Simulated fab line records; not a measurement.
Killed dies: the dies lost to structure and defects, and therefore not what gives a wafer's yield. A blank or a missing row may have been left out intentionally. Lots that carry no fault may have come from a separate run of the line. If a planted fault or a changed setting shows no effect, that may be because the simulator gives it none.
Chamber matching | flow n5Finfet | rieDiel-01 running N5_SDB_STRIP_21: 4 sister chambers
The step strips in CF4. 4 wafers are shown with their chamber, then 9 later ones without.

## WAFERS, EACH WITH ITS CHAMBER
wafer  | chamber | throttleValvePct (%)
L079.4 | 3       | 13.63
L080.1 | 2       | 13.81
L080.3 | 0       | 13.31
L080.6 | 1       | 13.29

## WAFERS MISSING THEIR CHAMBER
wafer  | throttleValvePct (%)
L082.1 | 13.32
L082.2 | 13.31
L082.4 | 13.65
L086.1 | 13.36
L086.3 | 13.36
L086.6 | 13.35
L093.1 | 13.37
L093.2 | 13.37
L093.4 | 13.70

## WHICH CHAMBER EACH ONE RAN IN
wafer  | from the rows above     | in truth
L082.1 | can't be placed: 0 or 1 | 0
L082.2 | can't be placed: 0 or 1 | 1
L082.4 | 3                       | 3
L086.1 | can't be placed: 0 or 1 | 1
L086.3 | can't be placed: 0 or 1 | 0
L086.6 | can't be placed: 0 or 1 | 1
L093.1 | can't be placed: 0 or 1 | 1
L093.2 | can't be placed: 0 or 1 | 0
L093.4 | can't be placed: 3 or 2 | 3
Correct placement for 1 of the 9. Unplaceable from these rows: 8, with the true chamber sitting among the candidates in 8. Wrongly placed: 0.
How it was worked out, from the rows above alone: a wafer's distance from a chamber is the root of the sum, over the readings, of the square of ((its reading less the chamber's mean) divided by the reading's scatter). If the next closest chamber is less than 2 further off than the closest, the wafer can't be placed; otherwise it belongs to the closest. For every chamber, the mean is computed from those of its wafers that are shown. The scatter: with one shown wafer a chamber, the root of the mean of the squares of how far each hidden wafer lies from its nearest shown one.
